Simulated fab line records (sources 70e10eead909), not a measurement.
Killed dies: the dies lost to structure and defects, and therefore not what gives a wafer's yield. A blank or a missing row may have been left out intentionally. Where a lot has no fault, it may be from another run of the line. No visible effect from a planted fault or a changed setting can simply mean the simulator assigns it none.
fab line records | flow nand-harc
[record] lots = 12 wafers = 36 last-day = 33
route steps=1302 shown P_BONDPAD@353 END@1302
lots that met no fault: from a run of the same line without faults
start-h: hours from the record's first day to the start of the lot's first wafer shown | wait-h: hours since the lot's step before | " repeats the value in the row above | L1.1+2: a row that stands for several wafers | - either no value or no given start | * or withheld: withheld | < > ~ a bound
route shown NAME@n: a module of which the file shows steps, and the number in the route of the first | usual: mean/standard deviation taken from wafers without a fault | same: alike in all rows | chamber/n: place in a boat | sites: each site's reading | _std_site: the values' standard deviation | _edge_site: inner sites' mean taken away from outer sites' mean | radius-mm: for every site, how far away it sits from the centre of the wafer | mask NAME#n: copy n | behind: the most recent tool/chamber to have shaped the wafer | hold: why the lot went on hold/how many hours it stayed there/how the hold came to an end | device: the n, p or np transistor that did not switch | end of line: at the end of the route, the tests of the same wafers | a step with no rows: only its recipe | killed: not the wafer's yield, but the dies lost to structure and defects at the first sort | map: the dies of a wafer, with x for killed, . for not killed, _ for no die there
set.NAME: the run value of the setting; set.NAME@STEP: its run value at that earlier step | model.NAME: the simulator's own value behind a step, which no gauge read
route steps across a sampled set of lots; one table per step, one row per wafer
services: the hour from which a tool's chamber was out of use, counted from the record's first day as start-h (under 0 if before that day), plus the number of hours and why
[[steps]]
[step NHARC_P_BONDPAD_THK_MEAS_33]
[recipe] thk-meas-gauge = ellipsometry
[usual] thk-nm = 199.9/1.5
// columns lot.wafer tool chamber start-h wait-h thk-nm
L115.2 film-metro-02 - 134.71 0.2 202.5
L115.5 " - " " 199.7
L115.6 " - " " 200.2
L119.4 film-metro-02 - 169.02 0.2 202.0
L119.5 " - " " 199.2
L119.6 " - " " 198.8
L120.1 film-metro-01 - 185.69 0.2 198.7
L120.3 " - " " 201.3
L120.5 " - " " 201.2
L122.2 film-metro-02 - 201.47 0.2 200.6
L122.3 " - " " 201.2
L122.5 " - " " 201.8
L128.1 film-metro-01 - 265.73 0.1 200.5
L128.2 " - " " 201.1
L128.3 " - " " 200.2
L132.1 film-metro-02 - 300.60 0.2 199.0
L132.3 " - " " 200.4
L132.5 " - " " 198.4
L133.1 film-metro-02 - 315.57 0.2 199.4
L133.2 " - " " 198.7
L133.5 " - " " 199.4
L134.1 film-metro-01 - 324.83 0.2 203.1
L134.3 " - " " 200.4
L134.4 " - " " 201.7
L135.2 film-metro-02 - 337.71 0.2 200.5
L135.4 " - " " 201.3
L135.6 " - " " 200.2
L136.3 film-metro-02 - 338.50 0.2 200.1
L136.4 " - " " 201.3
L136.5 " - " " 199.0
L137.1 film-metro-02 - 349.70 0.2 200.7
L137.4 " - " " 202.4
L137.5 " - " " 199.4
L138.1 film-metro-01 - 361.05 0.2 198.1
L138.2 " - " " 197.6
L138.3 " - " " 198.4
[step NHARC_P_BONDPAD_ETCH_12]
[recipe] target-depth-a = 2000 time-s = 100 chf3-flow-sccm = 50 o2-flow-sccm = 10 ar-flow-sccm = 200 rf-w = 500 bias-w = 200 chemistry = CHF3/O2
[usual] chamber-pressure-mTorr = 25.002/0.026 chf3-flow-sccm = 50.01/0.14 drypump-motor-current-A = 5.7/0.49 oes-product-au = 0.944/0.021 rf-vpp-V = 370.9/2.4 run-length-s = 121.6/0.42 showerhead-plenum-p-Torr = 2.42/0.1 throttle-valve-pct = 20.572/0.0084
// columns lot.wafer tool chamber start-h wait-h chamber-pressure-mTorr chf3-flow-sccm drypump-motor-current-A oes-product-au rf-hours-counter-h rf-vpp-V run-length-s showerhead-plenum-p-Torr throttle-valve-pct
L115.2 rie-diel-08 1 135.67 - 25.000 49.97 5.4 0.943 6.0 366.6 121.9 2.28 20.590
L115.5 " 0 " " 25.017 50.03 5.9 0.938 - 374.8 121.0 2.54 20.570
L115.6 " 1 " " 24.997 49.98 5.4 0.939 - 368.3 122.1 2.28 20.580
L119.4 rie-diel-03 0 170.00 - 24.984 50.00 5.0 0.924 2.8 373.6 121.2 2.57 20.575
L119.6 " 1 " " 24.996 49.78 6.3 0.914 - 369.0 122.2 2.40 20.573
L119.5 " 2 " " 25.024 50.14 4.8 0.932 - 372.8 121.7 2.54 20.567
L120.1 rie-diel-13 1 186.55 - 25.013 50.11 5.1 0.981 0.6 369.1 121.7 2.31 20.560
L120.3 " 2 " " 25.022 49.86 6.2 0.962 0.6 367.9 137.5 2.32 20.567
L120.5 " 2 " " 25.004 49.81 6.1 0.958 - 368.2 121.7 2.32 20.579
L122.3 rie-diel-13 2 202.33 - 25.013 49.87 6.1 0.919 0.9 369.8 137.4 2.32 20.568
L122.2 " 0 " " 25.036 49.87 5.6 0.936 0.9 373.2 136.9 2.53 20.561
L122.5 " 1 " " 24.987 50.13 5.0 0.922 - 369.2 121.7 2.31 20.573
L128.2 rie-diel-08 3 266.73 - 24.986 50.39 6.1 0.940 4.3 371.9 121.5 2.46 20.570
L128.3 " 1 " " 25.047 49.96 5.5 0.931 4.3 367.5 122.0 2.28 20.564
L128.1 " 2 " " 24.985 50.19 5.9 0.957 2.6 369.3 121.8 2.34 20.575
L132.3 rie-diel-03 1 301.56 - 24.987 50.06 6.3 0.974 1.5 369.5 121.8 2.40 20.579
L132.1 " 3 " " 25.022 49.95 4.8 0.968 1.2 372.1 121.2 2.53 20.585
L132.5 " 0 " " 25.018 49.69 5.0 0.963 - 372.4 121.2 2.56 20.555
L133.1 rie-diel-13 1 316.53 - 25.000 49.87 5.1 0.922 3.9 367.3 122.0 2.30 20.572
L133.2 " 2 " " 25.037 50.23 6.2 0.907 4.1 369.1 121.8 2.32 20.573
L133.5 " 0 " " 24.998 50.22 5.6 0.938 - 372.6 120.9 2.53 20.592
L134.4 rie-diel-13 3 325.79 - 25.018 49.91 6.1 0.958 3.2 366.6 121.5 2.31 20.587
L134.1 " 0 " " 25.027 50.13 5.6 0.948 3.4 372.2 121.0 2.53 20.568
L134.3 " 1 " " 24.988 50.13 5.0 0.943 4.1 367.2 122.4 2.30 20.565
L135.4 rie-diel-08 0 338.67 - 25.012 49.75 5.9 0.915 5.9 374.2 121.6 2.54 20.582
L135.2 " 1 " " 25.016 49.87 5.4 0.935 7.5 368.0 122.0 2.28 20.561
L135.6 " 3 " " 25.034 49.89 6.1 0.949 - 372.8 121.4 2.46 20.577
L136.4 rie-diel-08 3 339.46 - 25.009 50.00 6.1 0.965 8.7 372.5 121.8 2.46 20.557
L136.3 " 1 " " 24.961 49.98 5.5 0.977 7.7 367.6 121.8 2.28 20.570
L136.5 " 2 " " 25.033 50.06 5.9 0.974 - 369.8 122.1 2.34 20.566
L137.4 rie-diel-03 2 350.65 - 24.963 50.00 4.8 0.920 3.7 373.5 121.9 2.53 20.581
L137.1 " 1 " " 25.011 50.00 6.3 0.911 3.3 370.7 122.1 2.40 20.567
L137.5 " 3 " " 24.989 50.20 4.8 0.937 - 372.9 121.7 2.53 20.558
L138.1 rie-diel-13 2 362.01 - 25.026 50.11 6.2 0.974 0.2 366.8 121.7 2.32 20.581
L138.2 " 3 " " 25.010 49.87 6.1 0.970 0.2 367.8 121.2 2.31 20.568
L138.3 " 0 " " 24.988 49.69 5.6 0.975 0.2 375.3 120.8 2.53 20.568
[step NHARC_P_BONDPAD_PVD_27]
[recipe] target-thk-a = 300 chamber-pressure-pa = 5 power-w = 5000 substrate-temp-c = 30 time-s = 20.49 material = Cu
[usual] chamber-pressure-pa = 5.000/0.0097 throttle-valve-pct = 30.0/1.4
// columns lot.wafer tool chamber start-h wait-h chamber-pressure-pa throttle-valve-pct
L115.2 pvd-sputter-02 - - - 5.015 31.4
L115.5 " - " " 4.987 30.0
L115.6 " - " " 5.012 30.5
L119.4 pvd-sputter-01 - - - 4.997 29.7
L119.6 " - " " 5.004 30.7
L119.5 " - " " 5.011 29.8
L120.3 pvd-sputter-02 - - - 4.992 26.8
L120.1 " - " " 4.981 31.3
L120.5 " - " " 4.994 26.8
L122.3 pvd-sputter-01 - - - 5.008 29.7
L122.2 " - " " 5.016 30.6
L122.5 " - " " 5.004 30.5
L128.2 pvd-sputter-02 - - - 4.997 30.5
L128.1 " - " " 4.998 27.1
L128.3 " - " " 5.006 29.5
L132.3 pvd-sputter-02 - - - 5.001 27.7
L132.1 " - " " 5.016 30.8
L132.5 " - " " 5.008 27.5
L133.1 pvd-sputter-01 - - - 5.009 30.6
L133.2 " - " " 5.006 31.2
L133.5 " - " " 4.993 30.5
L134.4 pvd-sputter-01 - - - 5.018 30.2
L134.3 " - " " 4.998 31.2
L134.1 " - " " 5.010 30.3
L135.4 pvd-sputter-01 - - - 5.008 31.2
L135.2 " - " " 5.003 30.2
L135.6 " - " " 5.011 30.5
L136.4 pvd-sputter-03 - - - 5.005 27.2
L136.3 " - " " 4.995 31.2
L136.5 " - " " 5.013 31.4
L137.1 pvd-sputter-02 - - - 4.992 31.4
L137.4 " - " " 5.000 29.0
L137.5 " - " " 5.008 30.8
L138.3 pvd-sputter-01 - - - 4.977 30.3
L138.1 " - " " 4.994 30.1
L138.2 " - " " 5.000 30.8
[step NHARC_P_BONDPAD_THK_MEAS_20]
[recipe] thk-meas-gauge = xrf
[usual] thk-nm = 160.6/1.6
// columns lot.wafer tool chamber start-h wait-h thk-nm
L115.2 film-metro-01 - 137.87 - 161.2
L115.5 " - " " 162.5
L115.6 " - " " 161.7
L119.4 film-metro-02 - 172.16 - 158.1
L119.5 " - " " 157.9
L119.6 " - " " 159.7
L120.1 film-metro-02 - 188.73 - 160.0
L120.3 " - " " 162.9
L120.5 " - " " 163.3
L122.2 film-metro-02 - 204.52 - 159.6
L122.3 " - " " 161.4
L122.5 " - " " 160.3
L128.1 film-metro-02 - 268.91 - 158.8
L128.2 " - " " 158.7
L128.3 " - " " 157.5
L132.1 film-metro-02 - 303.72 - 162.4
L132.3 " - " " 163.9
L132.5 " - " " 161.0
L133.1 film-metro-02 - 318.68 - 162.8
L133.2 " - " " 163.1
L133.5 " - " " 163.3
L134.1 film-metro-02 - 328.14 - 159.1
L134.3 " - " " 156.7
L134.4 " - " " 158.4
L135.2 film-metro-01 - 340.85 - 161.6
L135.4 " - " " 160.0
L135.6 " - " " 159.7
L136.3 film-metro-02 - 341.63 - 160.3
L136.4 " - " " 160.2
L136.5 " - " " 160.8
L137.1 film-metro-02 - 352.82 - 161.3
L137.4 " - " " 162.1
L137.5 " - " " 162.2
L138.1 film-metro-02 - 364.50 - 161.3
L138.2 " - " " 158.2
L138.3 " - " " 161.6
[step NHARC_END_SORT_01]
[recipe] temp-c = 25
[usual] defect-limited-yield = 90.9/2.6 killed-at-array = 57/18 killed-at-other = 0.9/1.3 killed-at-periphery = 3.5/2.2 killed-dies = 62/18 killed-open = 3.0/1.7 killed-short = 2.3/1.5
[same] gross-dies = 677
// columns lot.wafer tool chamber start-h wait-h defect-limited-yield[%] killed-at-array killed-at-other killed-at-periphery killed-dies killed-open killed-short
L115.2 prober-01 0 570.72 2.8 88.2 74 0 6 80 5 3
L115.5 prober-01 0 573.13 3.7 85.4 95 1 3 99 5 9
L115.6 prober-01 0 573.94 4.0 89.5 69 0 2 71 2 0
L120.1 prober-01 0 622.23 2.5 92.0 48 1 5 54 3 2
L120.3 prober-01 0 623.84 3.1 92.2 49 1 3 53 5 0
L120.5 prober-01 0 625.45 3.7 90.1 63 1 3 67 5 1
L122.2 prober-01 0 644.56 2.8 92.0 47 3 4 54 1 2
L122.3 prober-01 0 645.37 3.1 93.4 40 1 4 45 5 1
L122.5 prober-01 0 646.97 3.7 91.6 52 3 2 57 1 3
L133.1 prober-01 0 733.07 2.4 91.1 55 0 5 60 1 1
L133.2 prober-01 0 733.87 2.7 92.0 49 0 5 54 4 0
L133.5 prober-01 0 736.26 3.7 91.6 46 0 11 57 2 1
L138.1 prober-02 0 786.89 2.5 94.5 34 0 3 37 4 3
L138.2 prober-02 0 787.67 2.8 94.8 34 0 1 35 1 2
L138.3 prober-02 0 788.46 3.1 92.3 48 0 4 52 2 3
// killed by level:class
L115.2 A_CHANNEL_HOLE_D2:chamber-film-flake=34 A_CHANNEL_HOLE_D1:chamber-film-flake=28 P_M1:chamber-film-flake=4 A_CHANNEL_FILL_D2:geometric-particle:open=2 A_WL_FILL:chamber-film-flake=2 P_M0:geometric-particle:open=1 A_SOURCE_PLATE:geometric-particle:short=1 A_ONON_D1:geometric-particle:short=1
L115.5 A_CHANNEL_HOLE_D2:chamber-film-flake=39 A_CHANNEL_HOLE_D1:chamber-film-flake=33 A_CONTACT:unspecified=5 A_CHANNEL_HOLE_D1:geometric-particle:short=2 A_WL_FILL:geometric-particle:short=2 A_M0:geometric-particle:short=2 P_GATE:chamber-film-flake=2 P_CONTACT:geometric-particle:open=1
L115.6 A_CHANNEL_HOLE_D1:chamber-film-flake=31 A_CHANNEL_HOLE_D2:chamber-film-flake=31 A_STAIRCASE:chamber-film-flake=3 A_ONON_D1:geometric-particle:open=1 A_CHANNEL_FILL_D2:geometric-particle:open=1 P_ZERO_WELL:chamber-film-flake=1 P_M1:chamber-film-flake=1 A_CHANNEL_FILL_D2:chamber-film-flake=1
L120.1 A_CHANNEL_HOLE_D1:chamber-film-flake=24 A_CHANNEL_HOLE_D2:chamber-film-flake=9 A_STAIRCASE:chamber-film-flake=4 A_CONTACT:chamber-film-flake=3 A_WL_FILL:chamber-film-flake=3 A_CHANNEL_HOLE_D1:geometric-particle:short=2 P_GATE:chamber-film-flake=2 P_GATE:geometric-particle:open=1
L120.3 A_CHANNEL_HOLE_D1:chamber-film-flake=31 A_CHANNEL_HOLE_D2:chamber-film-flake=7 A_CONTACT:chamber-film-flake=3 A_CHANNEL_FILL_D1:geometric-particle:open=2 A_WL_FILL:chamber-film-flake=2 P_M1:geometric-particle:open=1 P_M2:geometric-particle:open=1 A_BLC:geometric-particle:open=1
L120.5 A_CHANNEL_HOLE_D1:chamber-film-flake=38 A_CHANNEL_HOLE_D2:chamber-film-flake=13 A_CONTACT:chamber-film-flake=5 P_CONTACT:geometric-particle:open=2 A_CHANNEL_HOLE_D1:geometric-particle:open=1 A_CHANNEL_FILL_D2:geometric-particle:open=1 A_CHANNEL_FILL_D2:geometric-particle:short=1 A_M0:geometric-particle:open=1
L122.2 A_CHANNEL_HOLE_D2:chamber-film-flake=30 A_CONTACT:chamber-film-flake=5 A_CHANNEL_HOLE_D1:chamber-film-flake=4 A_STAIRCASE:chamber-film-flake=3 THIN_TSV:chamber-film-flake=3 P_CONTACT:geometric-particle:short=1 A_ONON_D1:geometric-particle:short=1 A_WL_FILL:geometric-particle:open=1
L122.3 A_CHANNEL_HOLE_D2:chamber-film-flake=28 A_CHANNEL_HOLE_D1:chamber-film-flake=5 P_M0:geometric-particle:open=2 A_CONTACT:chamber-film-flake=2 A_ONON_D1:geometric-particle:open=1 A_CHANNEL_FILL_D1:geometric-particle:short=1 A_SGD_CUT:geometric-particle:open=1 A_M1:geometric-particle:open=1
L122.5 A_CHANNEL_HOLE_D2:chamber-film-flake=33 A_WL_FILL:chamber-film-flake=5 A_CHANNEL_HOLE_D1:chamber-film-flake=4 A_STAIRCASE:chamber-film-flake=3 THIN_TSV:chamber-film-flake=3 A_CONTACT:chamber-film-flake=2 A_CHANNEL_FILL_D1:geometric-particle:short=1 A_CHANNEL_FILL_D2:geometric-particle:short=1
L133.1 A_CHANNEL_HOLE_D2:chamber-film-flake=32 A_CONTACT:chamber-film-flake=8 A_SLIT:chamber-film-flake=7 P_GATE:chamber-film-flake=4 A_CHANNEL_HOLE_D1:chamber-film-flake=3 A_STAIRCASE:chamber-film-flake=2 A_CHANNEL_HOLE_D2:geometric-particle:short=1 A_M0:geometric-particle:open=1
L133.2 A_CHANNEL_HOLE_D2:chamber-film-flake=20 A_CONTACT:chamber-film-flake=9 A_CHANNEL_HOLE_D1:chamber-film-flake=7 A_SLIT:chamber-film-flake=4 P_GATE:chamber-film-flake=2 A_DECK1_JOINT:chamber-film-flake=2 A_STAIRCASE:chamber-film-flake=2 A_WL_FILL:chamber-film-flake=2
L133.5 A_CHANNEL_HOLE_D2:chamber-film-flake=17 A_CHANNEL_HOLE_D1:chamber-film-flake=8 A_CONTACT:chamber-film-flake=8 A_WL_FILL:chamber-film-flake=6 P_M1:chamber-film-flake=5 P_STI:chamber-film-flake=4 P_GATE:chamber-film-flake=2 A_SLIT:chamber-film-flake=2
L138.1 A_CHANNEL_HOLE_D1:chamber-film-flake=11 A_SLIT:chamber-film-flake=7 A_ZERO_WELL:chamber-film-flake=4 A_CHANNEL_FILL_D1:chamber-film-flake=2 A_CONTACT:chamber-film-flake=2 P_GATE:geometric-particle:open=1 P_M1:geometric-particle:open=1 A_SOURCE_PLATE:geometric-particle:open=1
L138.2 A_CHANNEL_HOLE_D1:chamber-film-flake=11 A_SLIT:chamber-film-flake=11 A_CONTACT:chamber-film-flake=4 A_ZERO_WELL:chamber-film-flake=2 A_SOURCE_PLATE:geometric-particle:short=1 A_CHANNEL_HOLE_D1:geometric-particle:short=1 A_CHANNEL_HOLE_D2:geometric-particle:open=1 P_BONDPAD:chamber-film-flake=1
L138.3 A_CHANNEL_HOLE_D1:chamber-film-flake=15 A_SLIT:chamber-film-flake=10 A_CONTACT:chamber-film-flake=7 A_STAIRCASE:chamber-film-flake=4 P_BONDPAD:chamber-film-flake=2 A_ZERO_WELL:chamber-film-flake=2 A_CHANNEL_FILL_D1:chamber-film-flake=2 A_CHANNEL_HOLE_D2:chamber-film-flake=2
[[services]]
// columns tool chamber start-h hours kind
rie-diel-13 0 135.62 14.8 repair
pvd-sputter-02 - 136.79 1.9 repair
rie-diel-13 1 142.03 8.9 repair
pvd-sputter-01 - 147.95 8.1 repair
rie-diel-03 0 155.35 6.5 repair
pvd-sputter-03 - 159.65 1.0 repair
rie-diel-13 - 165.00 9.0 pm
pvd-sputter-03 - 170.00 10.0 pm
rie-diel-13 3 183.32 19.9 repair
pvd-sputter-03 - 185.94 14.7 repair
rie-diel-08 - 190.80 9.0 pm
pvd-sputter-02 - 199.90 0.6 repair
rie-diel-03 3 200.64 1.8 repair
pvd-sputter-01 - 226.00 10.0 pm
rie-diel-08 2 240.38 14.4 repair
pvd-sputter-01 - 242.89 1.2 repair
rie-diel-08 0 248.12 31.5 repair
rie-diel-13 3 250.94 1.7 repair
rie-diel-08 - 271.13 0.5 repair
rie-diel-03 - 281.30 9.0 pm
pvd-sputter-02 - 282.00 10.0 pm
rie-diel-08 0 288.45 7.4 repair
rie-diel-13 - 342.00 9.0 pm
pvd-sputter-01 - 345.25 0.8 repair
[[key]]
[first-sign] step = NHARC_P_BONDPAD_ETCH_12 reading = run-length-s direction = up sigmas = 37 usual = * struck = *
effect none on later readings
met-at NHARC_P_BONDPAD_ETCH_12
struck-lots L120,L122
struck-wafers L120.3,L122.2,L122.3
not-acting-at NHARC_P_BONDPAD_THK_MEAS_33,NHARC_P_BONDPAD_PVD_27,NHARC_P_BONDPAD_THK_MEAS_20
[fault] kind = process-parameter-drift tool = rie-diel-13 chamber = - onset-h = 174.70 steps = NHARC_P_BONDPAD_ETCH_12 channel = time-s offset = * shape = step end-h = 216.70 scope = struck-wafers-only acts-in = * stated = *
